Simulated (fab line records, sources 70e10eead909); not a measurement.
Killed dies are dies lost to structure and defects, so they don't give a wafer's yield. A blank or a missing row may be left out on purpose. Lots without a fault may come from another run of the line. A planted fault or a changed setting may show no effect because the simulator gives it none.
Which tool did it? | flow nand_harc | 12 lots, 36 wafers sampled, at 3 steps of a route of 1302

WHAT THE GAUGES READ, wafer by wafer
NHARC_P_BONDPAD_INSPECT_23.
lot  | measured     | on                | raw_defect_count
L076 | day 7 16:29  | defect_inspect-02 | 355 491 331
L077 | day 7 22:19  | defect_inspect-01 | 212 137 217
L079 | day 8 18:38  | defect_inspect-01 | 309 410 361
L081 | day 9 13:35  | defect_inspect-02 | 301 361 275
L083 | day 10 09:31 | defect_inspect-02 | 266 298 305
L085 | day 11 04:06 | defect_inspect-02 | 362 251 339
L087 | day 12 01:39 | defect_inspect-02 | 268 606 331
L089 | day 12 20:46 | defect_inspect-01 | 406 437 427
L091 | day 13 11:23 | defect_inspect-02 | 262 210 333
L093 | day 14 20:48 | defect_inspect-01 | 240 234 564
L095 | day 15 15:04 | defect_inspect-01 | 237 224 294
L097 | day 16 08:44 | defect_inspect-01 | 187 286 316

WHICH TOOL RAN EACH LOT (tool, then ch and the chambers of the sampled wafers, then the start)
lot  | NHARC_P_BONDPAD_PVD_27                  | NHARC_P_BONDPAD_CMP_19
L076 | pvd_sputter-01, day 7 15:55 or earlier  | cmp-03 ch 0,1,3, day 7 15:55
L077 | pvd_sputter-02, day 7 21:47 or earlier  | cmp-01 ch 0,1, day 7 21:47
L079 | pvd_sputter-01, day 8 18:05 or earlier  | cmp-04 ch 0,2,3, day 8 18:05
L081 | pvd_sputter-02, day 9 13:04 or earlier  | cmp-04 ch 0,3, day 9 13:04
L083 | pvd_sputter-03, day 10 08:59 or earlier | cmp-01 ch 0,2, day 10 08:59
L085 | pvd_sputter-02, day 11 03:34 or earlier | cmp-04 ch 0,2,3, day 11 03:34
L087 | pvd_sputter-03, day 12 01:08 or earlier | cmp-01 ch 0,1,2, day 12 01:08
L089 | pvd_sputter-03, day 12 20:16 or earlier | cmp-03 ch 0,1,2, day 12 20:16
L091 | pvd_sputter-03, day 13 10:50 or earlier | cmp-01 ch 1,2,3, day 13 10:50
L093 | pvd_sputter-03, day 14 20:20 or earlier | cmp-01 ch 0,2,3, day 14 20:20
L095 | pvd_sputter-03, day 15 14:34 or earlier | cmp-04 ch 0,3, day 15 14:34
L097 | pvd_sputter-03, day 16 08:13 or earlier | cmp-03 ch 0,1, day 16 08:13
- NHARC_P_BONDPAD_PVD_27: deposits Cu, target thk 30 nm, time 20.49 s.
- NHARC_P_BONDPAD_CMP_19: polishes, t overpolish 30 s, cu recess touch 16 s, target thk 160.81 nm.

THE ANSWER, worked out from the rows above alone
Rule: what is usual is taken from the lots themselves. Put in order of their means at a reading, lots are off if they are a third of the lots or fewer, leave a main group of 4 or more, and stand apart from it by a gap of 3 or more times the standard deviation of the main group's means; of several such gaps the widest counts. A main group whose means are all the same, to the digits that the tables above print for the reading, isn't used. A lot without any number at a reading at which 4 lots or more have one is off too. The other lots that the step has rows for count as sound.
No lot is off at any reading shown: from this, nothing can be told.

WHAT THE SIMULATOR HAD PUT IN
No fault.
